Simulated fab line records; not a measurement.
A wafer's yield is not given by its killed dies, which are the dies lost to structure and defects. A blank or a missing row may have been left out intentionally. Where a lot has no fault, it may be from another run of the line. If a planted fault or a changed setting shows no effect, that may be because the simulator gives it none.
2 desks looking at one fault	flow n5Finfet	what lay behind the numbers comes last; until then each desk has only its own

AT THE TOOL OWNER'S DESK: aldMetal-04
The tool's own readings at N5_HKMG_FIN_NWFM_ALD_20 (deposits TiAlC, target thk 2 nm, pulse time 3 s, purge time 2 s): means of the sampled wafers that have a number, for each lot that ran on this tool. Marked OUT: a lot whose mean sits more than 4 standard deviations from the usual mean, which makes it out of limits; the brackets give that distance.
Columns: A = heaterPowerW at N5_HKMG_FIN_NWFM_ALD_20, usual 468 W; B = precursorPulseHeightRel at N5_HKMG_FIN_NWFM_ALD_20, usual 0.997; C = susceptorTempC at N5_HKMG_FIN_NWFM_ALD_20, usual 299.99 C
lot	first seen here	A	B	C
L723	day 4 09:56	465	0.986	300.10
L734	day 6 23:38	477	1.007	309.07 (+43) OUT
This desk finds L734 out of limits, L734 being first, at day 6 23:38 (susceptorTempC at N5_HKMG_FIN_NWFM_ALD_20). In limits: L723.

THE METROLOGY DESK
What the gauges read, lot by lot, whatever tool the lot ran on: means of the sampled wafers that have a number. Marked OUT: a lot whose mean sits more than 4 standard deviations from the usual mean, which makes it out of limits; the brackets give that distance. It has 15 readings, of which 7 appear: the earliest out of limits, and the ones furthest out on some lot.
Columns: A = IOFF_N at N5_BEOL_M4_RC_MEAS_101, usual 0.16 nA/um; B = IOFF_N_85C at N5_BEOL_M4_RC_MEAS_101, usual 3.1 nA/um; C = IOFF_N_LIN at N5_BEOL_M4_RC_MEAS_101, usual 0.073 nA/um; D = IOFF_N_LONG at N5_BEOL_M4_RC_MEAS_101, usual 5.45e-05 nA/um; E = VT_N at N5_BEOL_M4_RC_MEAS_101, usual 250 mV; F = VT_N_LONG at N5_BEOL_M4_RC_MEAS_101, usual 275.3 mV; G = VT_N_LVT at N5_BEOL_M4_RC_MEAS_101, usual 99 mV
lot	first seen here	A	B	C	D	E	F	G
L723	day 8 00:26	0.14	2.9	0.068	5.56e-05	251	275.5	98
L724	day 8 03:04	0.14	2.9	0.067	5.47e-05	252	277.7	99
L725	day 8 07:41	0.10	2.1	0.051	5.32e-05	257	276.3	108
L726	day 8 16:58	0.12	2.4	0.058	5.42e-05	254	275.5	104
L734	day 11 15:45	0.30 (+4.1) OUT	5.2	0.139 (+5.5) OUT	8.67e-05 (+14) OUT	231 (-5.4) OUT	259.7 (-7.8) OUT	81 (-5.2) OUT
L737	day 13 00:21	0.18	3.6	0.083	5.58e-05	248	275.3	97
L743	day 13 08:12	0.16	3.0	0.074	5.98e-05	248	271.3	98
L741	day 14 07:01	0.20	3.7	0.084	5.71e-05	247	274.5	97
L746	day 14 14:23	0.19	3.6	0.084	5.76e-05	246	273.3	96
This desk finds L734 out of limits, with the earliest case on L734 at day 11 15:45 (IOFF_N at N5_BEOL_M4_RC_MEAS_101). In limits: L723, L724, L725, L726, L737, L743, L741, L746.

TAKEN TOGETHER
At day 6 23:38, on L734, the tool owner's desk was in a position to raise an alarm.
At day 11 15:45 the metrology desk could have sounded an alarm, on L734.
Every lot named ran N5_HKMG_FIN_NWFM_ALD_20 on aldMetal-04.

WHAT THE SIMULATOR PUT IN
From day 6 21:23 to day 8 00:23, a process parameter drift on aldMetal-04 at N5_HKMG_FIN_NWFM_ALD_20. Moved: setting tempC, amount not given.
Lots struck among those shown: L734.
Time in hours from fault onset to the first out-of-limits reading at each desk: tool owner's desk 2, metrology desk 114.
